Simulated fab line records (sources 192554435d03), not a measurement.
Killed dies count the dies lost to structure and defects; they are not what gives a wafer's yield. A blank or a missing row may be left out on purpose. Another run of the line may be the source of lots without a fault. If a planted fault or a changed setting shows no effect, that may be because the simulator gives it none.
Which of the tools did it? :: flow n5 finfet :: 14 lots with 42 wafers sampled at 4 steps, on a route of 1938 steps

== WHAT EACH GAUGE READ, for each wafer ==
The record lacks any reading of a measuring or inspecting step that a usual standard deviation could be used to judge.

== EACH LOT AND THE TOOL THAT RAN IT (in order: tool; ch and the chambers of the sampled wafers; start) ==
lot: L168
N5_DUMMY_GATE_ETCH_42: rie diel-06 ch 0,2,3, day 3 01:43
N5_SD_EPI_N_ETCH_45: rie diel-02 ch 0,2,3, day 3 03:34
N5_SD_EPI_P_EXPOSE_06: arfi scanner-03 ch 0, day 3 07:10
N5_SD_EPI_P_ETCH_16: rie diel-06 ch 0,2,3, day 3 08:03

lot: L169
N5_DUMMY_GATE_ETCH_42: rie diel-06 ch 0,2,3, day 3 06:29
N5_SD_EPI_N_ETCH_45: rie diel-05 ch 1,2,3, day 3 08:20
N5_SD_EPI_P_EXPOSE_06: arfi scanner-01 ch 0, day 3 12:07
N5_SD_EPI_P_ETCH_16: rie diel-06 ch 0,2,3, day 3 12:56

lot: L170
N5_DUMMY_GATE_ETCH_42: rie diel-01 ch 0,1,3, day 3 15:04
N5_SD_EPI_N_ETCH_45: rie diel-04 ch 0,2,3, day 3 17:11
N5_SD_EPI_P_EXPOSE_06: arfi scanner-02 ch 0, day 3 22:30
N5_SD_EPI_P_ETCH_16: rie diel-06 ch 1,2, day 3 23:20

lot: L171
N5_DUMMY_GATE_ETCH_42: rie diel-06 ch 0,2,3, day 3 19:57
N5_SD_EPI_N_ETCH_45: rie diel-05 ch 0,1,2, day 3 23:13
N5_SD_EPI_P_EXPOSE_06: arfi scanner-02 ch 0, day 4 04:32
N5_SD_EPI_P_ETCH_16: rie diel-01 ch 0,1,3, day 4 05:21

lot: L172
N5_DUMMY_GATE_ETCH_42: rie diel-01 ch 1,3, day 3 23:47
N5_SD_EPI_N_ETCH_45: rie diel-05 ch 0,2,3, day 4 01:38
N5_SD_EPI_P_EXPOSE_06: arfi scanner-02 ch 0, day 4 05:14
N5_SD_EPI_P_ETCH_16: rie diel-03 ch 0,1,2, day 4 06:08

lot: L173
N5_DUMMY_GATE_ETCH_42: rie diel-03 ch 1,2,3, day 4 05:14
N5_SD_EPI_N_ETCH_45: rie diel-04 ch 1,2,3, day 4 07:05
N5_SD_EPI_P_EXPOSE_06: arfi scanner-03 ch 0, day 4 11:07
N5_SD_EPI_P_ETCH_16: rie diel-01 ch 0,2,3, day 4 11:57

lot: L174
N5_DUMMY_GATE_ETCH_42: rie diel-03 ch 1,2,3, day 4 10:05
N5_SD_EPI_N_ETCH_45: rie diel-02 ch 0,1,2, day 4 11:49
N5_SD_EPI_P_EXPOSE_06: arfi scanner-03 ch 0, day 4 17:32
N5_SD_EPI_P_ETCH_16: rie diel-01 ch 0,1,3, day 4 18:22

lot: L176
N5_DUMMY_GATE_ETCH_42: rie diel-03 ch 1,2,3, day 5 03:23
N5_SD_EPI_N_ETCH_45: rie diel-04 ch 0,2, day 5 05:49
N5_SD_EPI_P_EXPOSE_06: arfi scanner-02 ch 0, day 5 09:34
N5_SD_EPI_P_ETCH_16: rie diel-03 ch 1,2, day 5 10:30

lot: L177
N5_DUMMY_GATE_ETCH_42: rie diel-06 ch 0,2,3, day 5 10:25
N5_SD_EPI_N_ETCH_45: rie diel-02 ch 1,3, day 5 12:16
N5_SD_EPI_P_EXPOSE_06: arfi scanner-01 ch 0, day 5 15:59
N5_SD_EPI_P_ETCH_16: rie diel-03 ch 0,1,3, day 5 16:49

lot: L186
N5_DUMMY_GATE_ETCH_42: rie diel-01 ch 0,1,2, day 7 17:41
N5_SD_EPI_N_ETCH_45: rie diel-05 ch 0,1,2, day 7 19:32
N5_SD_EPI_P_EXPOSE_06: arfi scanner-01, day 7 23:16
N5_SD_EPI_P_ETCH_16: rie diel-01 ch 0,2, day 8 00:23

lot: L187
N5_DUMMY_GATE_ETCH_42: rie diel-03 ch 0,2,3, day 7 17:50
N5_SD_EPI_N_ETCH_45: rie diel-02 ch 2,3, day 7 19:46
N5_SD_EPI_P_EXPOSE_06: arfi scanner-02, day 7 23:31
N5_SD_EPI_P_ETCH_16: rie diel-06 ch 0,1, day 8 00:23

lot: L188
N5_DUMMY_GATE_ETCH_42: rie diel-06 ch 0,1,2, day 8 01:36
N5_SD_EPI_N_ETCH_45: rie diel-04 ch 0,1,3, day 8 03:34
N5_SD_EPI_P_EXPOSE_06: arfi scanner-01 ch 0, day 8 07:16
N5_SD_EPI_P_ETCH_16: rie diel-06 ch 0,1,3, day 8 08:05

lot: L190
N5_DUMMY_GATE_ETCH_42: rie diel-01 ch 0,2, day 8 15:25
N5_SD_EPI_N_ETCH_45: rie diel-04 ch 0,3, day 8 17:15
N5_SD_EPI_P_EXPOSE_06: arfi scanner-03 ch 0, day 8 21:35
N5_SD_EPI_P_ETCH_16: rie diel-06 ch 0,2,3, day 8 22:24

lot: L191
N5_DUMMY_GATE_ETCH_42: rie diel-06 ch 0,2,3, day 8 16:10
N5_SD_EPI_N_ETCH_45: rie diel-05 ch 1,2, day 8 19:50
N5_SD_EPI_P_EXPOSE_06: arfi scanner-02 ch 0, day 8 23:33
N5_SD_EPI_P_ETCH_16: rie diel-01 ch 0,2, day 9 00:22
- N5_DUMMY_GATE_ETCH_42: etches SiO2 in CHF3/O2, target depth 3.5 nm, time 31 s.
- N5_SD_EPI_N_ETCH_45: etches SiOCN in CH3F/O2, target depth 6 nm.
- N5_SD_EPI_P_EXPOSE_06: exposes mask SD P BLK, target cd 240 nm.
- N5_SD_EPI_P_ETCH_16: etches SiO2 in CHF3/O2, target depth 5 nm.

== AS READ BY THE TOOLS THEMSELVES (means over the sampled wafers that have a number; for cases with no such wafer, the mark the record gives instead) ==
N5_DUMMY_GATE_ETCH_42.
lot: L168
tool: rie diel-06
drypump motor current A (A): 6.0
mfc ar sccm (sccm): 200.2
oes product au (a.u.): 0.78
rf vpp V (V): 41.6
showerhead plenum p Torr (Torr): 2.33
throttle valve pct (%): 18.75

lot: L169
tool: rie diel-06
drypump motor current A (A): 6.0
mfc ar sccm (sccm): 200.0
oes product au (a.u.): 0.78
rf vpp V (V): 41.8
showerhead plenum p Torr (Torr): 2.33
throttle valve pct (%): 18.75

lot: L170
tool: rie diel-01
drypump motor current A (A): 5.5
mfc ar sccm (sccm): 199.6
oes product au (a.u.): 0.75
rf vpp V (V): 42.5
showerhead plenum p Torr (Torr): 2.44
throttle valve pct (%): 19.10

lot: L171
tool: rie diel-06
drypump motor current A (A): 6.0
mfc ar sccm (sccm): 199.8
oes product au (a.u.): 0.77
rf vpp V (V): 41.6
showerhead plenum p Torr (Torr): 2.32
throttle valve pct (%): 18.76

lot: L172
tool: rie diel-01
drypump motor current A (A): 5.5
mfc ar sccm (sccm): 199.1
oes product au (a.u.): 0.74
rf vpp V (V): 42.5
showerhead plenum p Torr (Torr): 2.47
throttle valve pct (%): 19.17

lot: L173
tool: rie diel-03
drypump motor current A (A): 6.3
mfc ar sccm (sccm): 199.7
oes product au (a.u.): 0.74
rf vpp V (V): 43.0
showerhead plenum p Torr (Torr): 2.39
throttle valve pct (%): 18.84

lot: L174
tool: rie diel-03
drypump motor current A (A): 6.3
mfc ar sccm (sccm): 200.2
oes product au (a.u.): 0.75
rf vpp V (V): 42.9
showerhead plenum p Torr (Torr): 2.39
throttle valve pct (%): 18.85

lot: L176
tool: rie diel-03
drypump motor current A (A): 6.3
mfc ar sccm (sccm): 200.1
oes product au (a.u.): 0.73
rf vpp V (V): 43.7
showerhead plenum p Torr (Torr): 2.39
throttle valve pct (%): 18.84

lot: L177
tool: rie diel-06
drypump motor current A (A): 6.0
mfc ar sccm (sccm): 200.1
oes product au (a.u.): 0.77
rf vpp V (V): 42.4
showerhead plenum p Torr (Torr): 2.32
throttle valve pct (%): 18.78

lot: L186
tool: rie diel-01
drypump motor current A (A): 5.5
mfc ar sccm (sccm): 199.8
oes product au (a.u.): 0.71
rf vpp V (V): 42.8
showerhead plenum p Torr (Torr): 2.46
throttle valve pct (%): 19.09

lot: L187
tool: rie diel-03
drypump motor current A (A): 5.9
mfc ar sccm (sccm): 200.4
oes product au (a.u.): 0.74
rf vpp V (V): 42.4
showerhead plenum p Torr (Torr): 2.45
throttle valve pct (%): 18.87

lot: L188
tool: rie diel-06
drypump motor current A (A): 6.2
mfc ar sccm (sccm): 199.8
oes product au (a.u.): 0.78
rf vpp V (V): 40.9
showerhead plenum p Torr (Torr): 2.41
throttle valve pct (%): 18.87

lot: L190
tool: rie diel-01
drypump motor current A (A): 5.4
mfc ar sccm (sccm): 199.8
oes product au (a.u.): 0.71
rf vpp V (V): 41.9
showerhead plenum p Torr (Torr): 2.46
throttle valve pct (%): 18.97

lot: L191
tool: rie diel-06
drypump motor current A (A): 6.0
mfc ar sccm (sccm): 199.5
oes product au (a.u.): 0.74
rf vpp V (V): 42.7
showerhead plenum p Torr (Torr): 2.31
throttle valve pct (%): 18.82

N5_SD_EPI_N_ETCH_45.
lot: L168
tool: rie diel-02
drypump motor current A (A): 6.1
mfc ar sccm (sccm): 150.2
oes product au (a.u.): 0.71
rf vpp V (V): 127.1
showerhead plenum p Torr (Torr): 1.97
throttle valve pct (%): 23.24

lot: L169
tool: rie diel-05
drypump motor current A (A): 5.7
mfc ar sccm (sccm): 150.0
oes product au (a.u.): 0.76
rf vpp V (V): 128.0
showerhead plenum p Torr (Torr): 1.96
throttle valve pct (%): 23.41

lot: L170
tool: rie diel-04
drypump motor current A (A): 5.6
mfc ar sccm (sccm): 149.9
oes product au (a.u.): 0.79
rf vpp V (V): 128.3
showerhead plenum p Torr (Torr): 2.02
throttle valve pct (%): 23.23

lot: L171
tool: rie diel-05
drypump motor current A (A): 5.6
mfc ar sccm (sccm): 149.9
oes product au (a.u.): 0.75
rf vpp V (V): 126.9
showerhead plenum p Torr (Torr): 1.99
throttle valve pct (%): 23.19

lot: L172
tool: rie diel-05
drypump motor current A (A): 5.4
mfc ar sccm (sccm): 149.8
oes product au (a.u.): 0.72
rf vpp V (V): 127.7
showerhead plenum p Torr (Torr): 1.96
throttle valve pct (%): 23.38

lot: L173
tool: rie diel-04
drypump motor current A (A): 5.6
mfc ar sccm (sccm): 149.9
oes product au (a.u.): 0.69
rf vpp V (V): 127.1
showerhead plenum p Torr (Torr): 2.01
throttle valve pct (%): 23.22

lot: L174
tool: rie diel-02
drypump motor current A (A): 5.9
mfc ar sccm (sccm): 149.8
oes product au (a.u.): 0.70
rf vpp V (V): 127.0
showerhead plenum p Torr (Torr): 1.97
throttle valve pct (%): 23.29

lot: L176
tool: rie diel-04
drypump motor current A (A): 5.4
mfc ar sccm (sccm): 150.1
oes product au (a.u.): 0.77
rf vpp V (V): 128.1
showerhead plenum p Torr (Torr): 2.02
throttle valve pct (%): 23.41

lot: L177
tool: rie diel-02
drypump motor current A (A): 6.1
mfc ar sccm (sccm): 149.7
oes product au (a.u.): 0.68
rf vpp V (V): 127.8
showerhead plenum p Torr (Torr): 2.03
throttle valve pct (%): 23.25

lot: L186
tool: rie diel-05
drypump motor current A (A): 5.5
mfc ar sccm (sccm): 149.9
oes product au (a.u.): 0.82
rf vpp V (V): 126.8
showerhead plenum p Torr (Torr): 1.98
throttle valve pct (%): 23.08

lot: L187
tool: rie diel-02
drypump motor current A (A): 5.9
mfc ar sccm (sccm): 150.3
oes product au (a.u.): 0.68
rf vpp V (V): 127.7
showerhead plenum p Torr (Torr): 1.97
throttle valve pct (%): 23.38

lot: L188
tool: rie diel-04
drypump motor current A (A): 5.7
mfc ar sccm (sccm): 150.4
oes product au (a.u.): 0.83
rf vpp V (V): 127.5
showerhead plenum p Torr (Torr): 2.04
throttle valve pct (%): 23.12

lot: L190
tool: rie diel-04
drypump motor current A (A): 5.8
mfc ar sccm (sccm): 149.6
oes product au (a.u.): 0.88
rf vpp V (V): 127.8
showerhead plenum p Torr (Torr): 2.06
throttle valve pct (%): 23.16

lot: L191
tool: rie diel-05
drypump motor current A (A): 5.9
mfc ar sccm (sccm): 149.6
oes product au (a.u.): 0.74
rf vpp V (V): 127.7
showerhead plenum p Torr (Torr): 1.98
throttle valve pct (%): 23.28

N5_SD_EPI_P_EXPOSE_06.
lot: L168
tool: arfi scanner-03
exposure dose mJ cm2: 39.50
focus offset nm (nm): -0.7

lot: L169
tool: arfi scanner-01
exposure dose mJ cm2: 39.54
focus offset nm (nm): 0.3

lot: L170
tool: arfi scanner-02
exposure dose mJ cm2: 39.49
focus offset nm (nm): 0.0

lot: L171
tool: arfi scanner-02
exposure dose mJ cm2: 39.44
focus offset nm (nm): 0.3

lot: L172
tool: arfi scanner-02
exposure dose mJ cm2: 39.48
focus offset nm (nm): 0.6

lot: L173
tool: arfi scanner-03
exposure dose mJ cm2: 39.48
focus offset nm (nm): 0.5

lot: L174
tool: arfi scanner-03
exposure dose mJ cm2: 39.44
focus offset nm (nm): 0.6

lot: L176
tool: arfi scanner-02
exposure dose mJ cm2: 39.51
focus offset nm (nm): -0.9

lot: L177
tool: arfi scanner-01
exposure dose mJ cm2: 39.48
focus offset nm (nm): -0.2

lot: L186
tool: arfi scanner-01
exposure dose mJ cm2: -
focus offset nm (nm): -

lot: L187
tool: arfi scanner-02
exposure dose mJ cm2: -
focus offset nm (nm): -

lot: L188
tool: arfi scanner-01
exposure dose mJ cm2: 39.45
focus offset nm (nm): -0.3

lot: L190
tool: arfi scanner-03
exposure dose mJ cm2: 39.48
focus offset nm (nm): -0.0

lot: L191
tool: arfi scanner-02
exposure dose mJ cm2: 39.43
focus offset nm (nm): 0.3

N5_SD_EPI_P_ETCH_16.
lot: L168
tool: rie diel-06
drypump motor current A (A): 6.0
mfc ar sccm (sccm): 200.1
oes product au (a.u.): 0.77
rf vpp V (V): 510
showerhead plenum p Torr (Torr): 2.32
throttle valve pct (%): 18.87

lot: L169
tool: rie diel-06
drypump motor current A (A): 6.0
mfc ar sccm (sccm): 199.9
oes product au (a.u.): 0.77
rf vpp V (V): 510
showerhead plenum p Torr (Torr): 2.32
throttle valve pct (%): 18.87

lot: L170
tool: rie diel-06
drypump motor current A (A): 6.2
mfc ar sccm (sccm): 200.3
oes product au (a.u.): 0.89
rf vpp V (V): 529
showerhead plenum p Torr (Torr): 2.51
throttle valve pct (%): 19.01

lot: L171
tool: rie diel-01
drypump motor current A (A): 5.5
mfc ar sccm (sccm): 199.9
oes product au (a.u.): 0.75
rf vpp V (V): 515
showerhead plenum p Torr (Torr): 2.44
throttle valve pct (%): 19.22

lot: L172
tool: rie diel-03
drypump motor current A (A): 6.3
mfc ar sccm (sccm): 199.7
oes product au (a.u.): 0.74
rf vpp V (V): 539
showerhead plenum p Torr (Torr): 2.44
throttle valve pct (%): 19.15

lot: L173
tool: rie diel-01
drypump motor current A (A): 5.5
mfc ar sccm (sccm): 200.0
oes product au (a.u.): 0.75
rf vpp V (V): 521
showerhead plenum p Torr (Torr): 2.45
throttle valve pct (%): 19.10

lot: L174
tool: rie diel-01
drypump motor current A (A): 5.5
mfc ar sccm (sccm): 200.4
oes product au (a.u.): 0.74
rf vpp V (V): 516
showerhead plenum p Torr (Torr): 2.44
throttle valve pct (%): 19.22

lot: L176
tool: rie diel-03
drypump motor current A (A): 6.4
mfc ar sccm (sccm): 199.5
oes product au (a.u.): 0.70
rf vpp V (V): 547
showerhead plenum p Torr (Torr): 2.44
throttle valve pct (%): 19.11

lot: L177
tool: rie diel-03
drypump motor current A (A): 6.1
mfc ar sccm (sccm): 200.0
oes product au (a.u.): 0.76
rf vpp V (V): 523
showerhead plenum p Torr (Torr): 2.39
throttle valve pct (%): 19.02

lot: L186
tool: rie diel-01
drypump motor current A (A): 5.4
mfc ar sccm (sccm): 200.4
oes product au (a.u.): 0.72
rf vpp V (V): 525
showerhead plenum p Torr (Torr): 2.46
throttle valve pct (%): 19.07

lot: L187
tool: rie diel-06
drypump motor current A (A): 6.5
mfc ar sccm (sccm): 199.7
oes product au (a.u.): 0.80
rf vpp V (V): 511
showerhead plenum p Torr (Torr): 2.39
throttle valve pct (%): 18.70

lot: L188
tool: rie diel-06
drypump motor current A (A): 6.3
mfc ar sccm (sccm): 200.0
oes product au (a.u.): 0.80
rf vpp V (V): 509
showerhead plenum p Torr (Torr): 2.37
throttle valve pct (%): 18.70

lot: L190
tool: rie diel-06
drypump motor current A (A): 6.0
mfc ar sccm (sccm): 200.2
oes product au (a.u.): 0.74
rf vpp V (V): 509
showerhead plenum p Torr (Torr): 2.31
throttle valve pct (%): 18.93

lot: L191
tool: rie diel-01
drypump motor current A (A): 5.5
mfc ar sccm (sccm): 200.0
oes product au (a.u.): 0.70
rf vpp V (V): 517
showerhead plenum p Torr (Torr): 2.43
throttle valve pct (%): 19.14

== THE ANSWER, worked out from the rows above alone ==
Rule: the usual values come from the lots themselves. Put in order of their means at a reading, lots are off if they are a third of the lots or fewer, leave a main group of 4 or more, and stand apart from it by a gap of 3 or more times the standard deviation of the main group's means; of several such gaps the widest counts. A main group is skipped when, at the precision printed for the reading in the tables above, its means are all equal. Also off: a lot with no number at a reading for which 4 or more lots have one. Where the step has rows for the other lots, those lots are counted as sound. The gauges are gone through in route order, then the tools' own readings, and for those a lot's mean is taken as printed above. The first step at which some lot is off is used, and at that step the reading that is off furthest; a lot without a number counts as furthest.
Off at N5_SD_EPI_P_EXPOSE_06 (exposure dose mJ cm2): L186, L187. Without a number there: L186, L187. The main group: mean 39.48, standard deviation 0.031.
A tool fits if, at that step or a process step before it, it ran every lot that is off, and no sound lot after the first of them. Not one of the candidates tried fits.

== WHAT THE SIMULATOR HAD INSERTED ==
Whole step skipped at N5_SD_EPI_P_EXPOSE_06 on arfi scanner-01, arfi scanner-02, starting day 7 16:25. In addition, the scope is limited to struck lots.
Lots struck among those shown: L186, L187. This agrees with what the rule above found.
